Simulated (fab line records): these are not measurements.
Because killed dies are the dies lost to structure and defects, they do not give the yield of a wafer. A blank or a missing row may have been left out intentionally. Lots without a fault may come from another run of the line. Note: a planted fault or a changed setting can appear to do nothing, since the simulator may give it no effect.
Chamber matching / flow n5_finfet / N5_BEOL_M4_STRIP_36 on rie_diel-05: 4 sister chambers
The step strips in N2/H2. 4 wafers are shown with their chamber, then 7 later ones without.

== WAFERS, EACH WITH ITS CHAMBER ==
wafer=L079.4; chamber=1; throttle_valve_pct (%)=23.0
wafer=L079.6; chamber=0; throttle_valve_pct (%)=23.3
wafer=L090.1; chamber=3; throttle_valve_pct (%)=23.9
wafer=L090.2; chamber=2; throttle_valve_pct (%)=23.9

== WAFERS WHOSE CHAMBER IS MISSING ==
wafer=L090.3; throttle_valve_pct (%)=23.0
wafer=L090.4; throttle_valve_pct (%)=23.9
wafer=L090.5; throttle_valve_pct (%)=23.0
wafer=L090.6; throttle_valve_pct (%)=23.9
wafer=L093.1; throttle_valve_pct (%)=23.9
wafer=L093.2; throttle_valve_pct (%)=23.0
wafer=L093.4; throttle_valve_pct (%)=23.8

== WHICH CHAMBER EACH WENT THROUGH ==
wafer=L090.3; from the rows above=1; in truth=1
wafer=L090.4; from the rows above=can't be placed: 2 or 3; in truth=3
wafer=L090.5; from the rows above=1; in truth=1
wafer=L090.6; from the rows above=can't be placed: 2 or 3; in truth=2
wafer=L093.1; from the rows above=can't be placed: 2 or 3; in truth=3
wafer=L093.2; from the rows above=1; in truth=1
wafer=L093.4; from the rows above=can't be placed: 2 or 3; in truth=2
Correctly placed: 3 of 7. These rows do not allow placing 4 (true chamber among the candidates in 4). Number placed wrongly: 0.
How it was worked out, from the rows above alone: a wafer's distance from a chamber is the root of the sum, over the readings, of the square of ((its reading less the chamber's mean) divided by the reading's scatter). The wafer belongs to the nearest chamber; if the next one is less than 2 further off, it can't be placed. For every chamber, the mean is computed from those of its wafers that are shown. The scatter: root of mean squared gap, hidden wafer to nearest shown wafer, with one shown wafer a chamber.
